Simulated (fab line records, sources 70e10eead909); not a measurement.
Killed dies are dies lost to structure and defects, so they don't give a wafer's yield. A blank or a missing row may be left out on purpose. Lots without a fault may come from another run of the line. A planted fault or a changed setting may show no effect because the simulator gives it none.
Chamber matching | flow nand_harc | NHARC_A_CHANNEL_FILL_D2_ETCHBACK_19 on rie_si-05: 4 sister chambers
The step etches the open film in HBr/Cl2, target depth 5 nm, time 1.7 s. 4 wafers are shown with their chamber, then 12 later ones without.

WAFERS WITH THEIR CHAMBER
wafer  | chamber | drypump_motor_current_A (A)
L087.2 | 3       | 5.3
L088.2 | 2       | 5.9
L088.3 | 0       | 6.0
L088.4 | 1       | 5.4

WAFERS WITHOUT THEIR CHAMBER
wafer  | drypump_motor_current_A (A)
L091.1 | 5.9
L091.3 | 6.1
L091.5 | 5.9
L094.1 | 5.3
L094.3 | 5.4
L094.6 | 5.9
L094.2 | 5.9
L094.4 | 6.1
L094.5 | 5.4
L097.1 | 5.9
L097.2 | 5.3
L097.5 | 5.3

WHICH CHAMBER EACH WENT THROUGH
wafer  | from the rows above | in truth
L091.1 | 2                   | 2
L091.3 | 0                   | 0
L091.5 | 2                   | 2
L094.1 | 3                   | 3
L094.3 | 1                   | 1
L094.6 | 2                   | 2
L094.2 | 2                   | 2
L094.4 | 0                   | 0
L094.5 | 1                   | 1
L097.1 | 2                   | 2
L097.2 | 3                   | 3
L097.5 | 3                   | 3
Placed correctly: 12 of 12. Can't be placed from these rows: 0. Placed wrongly: 0.
How it was worked out, from the rows above alone: a wafer's distance from a chamber is the root of the sum, over the readings, of the square of ((its reading less the chamber's mean) divided by the reading's scatter). The wafer belongs to the nearest chamber; if the next one is less than 2 further off, it can't be placed. A chamber's mean is the mean of its shown wafers. The scatter: with one shown wafer a chamber, the root of the mean of the squares of how far each hidden wafer lies from its nearest shown one.
